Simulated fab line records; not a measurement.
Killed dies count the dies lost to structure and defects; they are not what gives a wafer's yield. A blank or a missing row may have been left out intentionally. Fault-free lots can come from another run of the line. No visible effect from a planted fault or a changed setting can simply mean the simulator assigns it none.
Chamber matching / flow n5Finfet / N5_BEOL_M0_SAQP_PECVD_96 on pecvd-01: 3 sister chambers
The step deposits a-Si from SiH4/He, target thk 45 nm, time 45.2 s. 14 wafers are shown with their chamber, then 7 later ones without.

== WAFERS PAIRED WITH THEIR CHAMBERS ==
wafer=L075.1; chamber=2; throttleValvePct (%)=17.1; showerheadPlenumPTorr (Torr)=5.65; heaterPowerW (W)=642
wafer=L075.4; chamber=0; throttleValvePct (%)=19.4; showerheadPlenumPTorr (Torr)=5.72; heaterPowerW (W)=672
wafer=L075.5; chamber=1; throttleValvePct (%)=18.1; showerheadPlenumPTorr (Torr)=5.68; heaterPowerW (W)=607
wafer=L076.3; chamber=1; throttleValvePct (%)=17.9; showerheadPlenumPTorr (Torr)=5.66; heaterPowerW (W)=582
wafer=L076.5; chamber=0; throttleValvePct (%)=19.3; showerheadPlenumPTorr (Torr)=5.68; heaterPowerW (W)=596
wafer=L076.6; chamber=1; throttleValvePct (%)=18.1; showerheadPlenumPTorr (Torr)=5.67; heaterPowerW (W)=586
wafer=L080.3; chamber=1; throttleValvePct (%)=18.1; showerheadPlenumPTorr (Torr)=5.67; heaterPowerW (W)=620
wafer=L080.4; chamber=0; throttleValvePct (%)=19.7; showerheadPlenumPTorr (Torr)=5.70; heaterPowerW (W)=668
wafer=L080.5; chamber=2; throttleValvePct (%)=17.5; showerheadPlenumPTorr (Torr)=5.66; heaterPowerW (W)=625
wafer=L087.1; chamber=1; throttleValvePct (%)=17.9; showerheadPlenumPTorr (Torr)=5.70; heaterPowerW (W)=578
wafer=L087.2; chamber=0; throttleValvePct (%)=19.1; showerheadPlenumPTorr (Torr)=5.70; heaterPowerW (W)=637
wafer=L087.3; chamber=2; throttleValvePct (%)=17.4; showerheadPlenumPTorr (Torr)=5.67; heaterPowerW (W)=592
wafer=L091.1; chamber=1; throttleValvePct (%)=17.7; showerheadPlenumPTorr (Torr)=5.69; heaterPowerW (W)=539
wafer=L091.2; chamber=0; throttleValvePct (%)=19.4; showerheadPlenumPTorr (Torr)=5.70; heaterPowerW (W)=686

SIGNATURES (averages over the wafers above)
reading=throttleValvePct; chamber 0=19.380; chamber 1=17.967; chamber 2=17.333; scatter within a chamber=0.193
reading=showerheadPlenumPTorr; chamber 0=5.7000; chamber 1=5.6783; chamber 2=5.6600; scatter within a chamber=0.0138
reading=heaterPowerW; chamber 0=651.80; chamber 1=585.33; chamber 2=619.67; scatter within a chamber=30.7
Rule: distance of a wafer from a chamber = root of the sum over the readings of ((wafer's reading minus chamber's mean) / reading's scatter) squared. If the next closest chamber is less than 2 further off than the closest, the wafer can't be placed; otherwise it belongs to the closest. The scatter: take each reading less its chamber's mean, square it, sum over the shown wafers, divide by the number of wafers less the number of chambers, and take the root.

== WAFERS WITH NO CHAMBER GIVEN ==
wafer=L091.3; throttleValvePct (%)=17.2; showerheadPlenumPTorr (Torr)=5.67; heaterPowerW (W)=604
wafer=L092.2; throttleValvePct (%)=19.1; showerheadPlenumPTorr (Torr)=5.69; heaterPowerW (W)=666
wafer=L092.4; throttleValvePct (%)=17.5; showerheadPlenumPTorr (Torr)=5.65; heaterPowerW (W)=544
wafer=L092.5; throttleValvePct (%)=17.9; showerheadPlenumPTorr (Torr)=5.69; heaterPowerW (W)=605
wafer=L096.1; throttleValvePct (%)=17.8; showerheadPlenumPTorr (Torr)=5.68; heaterPowerW (W)=549
wafer=L096.3; throttleValvePct (%)=17.4; showerheadPlenumPTorr (Torr)=5.67; heaterPowerW (W)=559
wafer=L096.6; throttleValvePct (%)=17.7; showerheadPlenumPTorr (Torr)=5.68; heaterPowerW (W)=572

== THE CHAMBER EACH PASSED THROUGH ==
wafer=L091.3; from the rows above=2; in truth=2
wafer=L092.2; from the rows above=0; in truth=0
wafer=L092.4; from the rows above=can't be placed: 2 or 1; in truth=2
wafer=L092.5; from the rows above=1; in truth=1
wafer=L096.1; from the rows above=1; in truth=1
wafer=L096.3; from the rows above=can't be placed: 2 or 1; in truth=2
wafer=L096.6; from the rows above=can't be placed: 1 or 2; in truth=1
Correctly placed: 4 of 7. Not placeable from these rows: 3 (in 3, the candidates include the true chamber). Wrongly placed: 0.
